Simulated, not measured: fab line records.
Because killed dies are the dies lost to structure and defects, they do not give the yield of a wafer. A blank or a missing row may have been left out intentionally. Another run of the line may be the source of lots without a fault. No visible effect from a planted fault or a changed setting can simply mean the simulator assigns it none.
Struck lot and sound lot, side by side + flow nand harc + 18 steps out of a route of 1302
Sound: wafers L459.1, L459.3, L459.4. The struck wafers were L467.2, L467.5, L467.6. At the end, the cause is stated.
Order at every step that has rows: each side's tool, ch and its chambers, its first start. Under that, the readings that differ: sound wafers + struck wafers + difference of the means + sigmas: that difference in standard deviations of wafers without a fault.
alike: a reading whose means differ by less than 2 such deviations, as well as words and numbers matching on both sides. not compared: withheld readings; readings where some wafer has no value; bounds like >300 that might hide an equal value; numbers whose values overlap and for which the record gives no deviation.
Wherever a step has rows on one side only, a row that says differs or no value, or a row with sigmas, the two part there. Numbers that have no deviation but don't overlap get no sigmas and don't part them. A reading missing from all wafers of one side parts the sides only when that side holds two or more wafers.

first, 2 steps without rows for these wafers: NHARC_P_STI_SRD_39; NHARC_P_STI_OXIDE_40 (material SiO2, target thk 10 nm, ox time 1362 s).
NHARC_P_STI_INSPECT_25:
  sound on defect inspect-01, day 4 08:07; struck on defect inspect-01, day 7 23:51
  alike: raw defect count
then, 9 steps without rows for these wafers: NHARC_P_GATE_ETCH_69 (etches SiO2 in dHF, target depth 14 nm); NHARC_P_GATE_PRECLEAN_70 (cleans in SC1); NHARC_P_GATE_SRD_01; NHARC_P_GATE_OXIDE_02 (material SiO2, target thk 37.5 nm, ox time 365 s); NHARC_P_GATE_DEHYDRATE_03 (time 120 s); NHARC_P_GATE_HMDS_04 (time 30 s); NHARC_P_GATE_COAT_05; NHARC_P_GATE_SOFTBAKE_06 (time 95 s); NHARC_P_GATE_EBR_07.
NHARC_P_GATE_EXPOSE_08: exposes mask P HV.
  sound on krf scanner-02 ch 0, day 4 16:17; struck on krf scanner-02 ch 0, day 8 08:16
| reading | sound                | struck                  | difference | sigmas |
|---------|----------------------|-------------------------|------------|--------|
| mask    | P_HV#0 P_HV#0 P_HV#0 | P_PSD#0 P_PSD#0 P_PSD#0 | differs    |        |
  alike: exposure dose mJ cm2, reticle temp C
then, 2 steps without rows for these wafers: NHARC_P_GATE_PEB_09 (peb time 85 s); NHARC_P_GATE_DEVELOP_10 (time 70 s).
NHARC_P_GATE_CD_MEAS_11 targets a cd of 1640 nm.
  sound on cd sem-03 ch 0, day 4 16:26; struck on cd sem-03 ch 0, day 8 08:25
| reading    | sound                | struck | difference                    | sigmas |
|------------|----------------------|--------|-------------------------------|--------|
| cd nm (nm) | 1639.0 1640.9 1638.4 | - - -  | no value on the struck wafers |        |
then, 1 step without rows for these wafers: NHARC_P_GATE_HARDBAKE_12 (time 80 s).
-- break in the record here, with 20 days between the starts of the struck wafers on either side (left off in module P_GATE, picked up again in module END, where the first step shown is number 1302 on the route) --
NHARC_END_SORT_01:
  here the record holds rows for the struck wafers (prober-01 ch 0, day 28 04:41) but none for the sound ones

== WHERE THEY PART ==
Earliest at NHARC_P_GATE_EXPOSE_08; latest, in this record, at NHARC_END_SORT_01.

WHY: what the simulator had put in
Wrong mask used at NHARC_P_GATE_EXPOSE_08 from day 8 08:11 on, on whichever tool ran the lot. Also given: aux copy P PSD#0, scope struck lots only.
